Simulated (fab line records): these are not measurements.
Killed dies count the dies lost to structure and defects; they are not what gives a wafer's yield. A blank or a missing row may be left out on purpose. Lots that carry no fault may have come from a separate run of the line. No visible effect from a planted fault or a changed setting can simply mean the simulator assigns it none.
Chamber matching    flow n5 finfet    4 sister chambers for N5_BEOL_M8_DESCUM_33 on rie diel-05
The step chemistry O2, time 7 s. 8 wafers are shown with their chamber, then 7 later ones without.

== WAFERS, EACH WITH ITS CHAMBER ==
wafer   chamber  showerhead plenum p Torr (Torr)  throttle valve pct (%)
L080.2  2        1.90                             20.29
L084.1  2        1.89                             20.30
L084.5  3        2.01                             20.31
L085.4  1        2.16                             20.51
L085.5  1        2.16                             20.50
L085.6  0        2.13                             19.89
L093.1  3        2.00                             20.33
L093.4  0        2.13                             19.88

== WAFERS WITH NO CHAMBER GIVEN ==
wafer   showerhead plenum p Torr (Torr)  throttle valve pct (%)
L093.6  2.13                             19.90
L092.2  2.15                             20.53
L092.4  2.00                             20.34
L092.6  2.15                             20.53
L095.3  1.89                             20.34
L095.5  2.13                             19.90
L095.6  2.00                             20.33

== EACH ONE'S CHAMBER ==
wafer   from the rows above  in truth
L093.6  0                    0
L092.2  1                    1
L092.4  3                    3
L092.6  1                    1
L095.3  2                    2
L095.5  0                    0
L095.6  3                    3
7 of 7 placed correctly. Left unplaced by these rows: 0. Number placed wrongly: 0.
How it was worked out, from the rows above alone: a wafer's distance from a chamber is the root of the sum, over the readings, of the square of ((its reading less the chamber's mean) divided by the reading's scatter). If the next closest chamber is less than 2 further off than the closest, the wafer can't be placed; otherwise it belongs to the closest. A chamber's mean is the mean of its shown wafers. How the scatter is found: for the shown wafers, subtract from each reading the mean of its chamber, square and add these, divide the total by (wafers less chambers), then take the root.
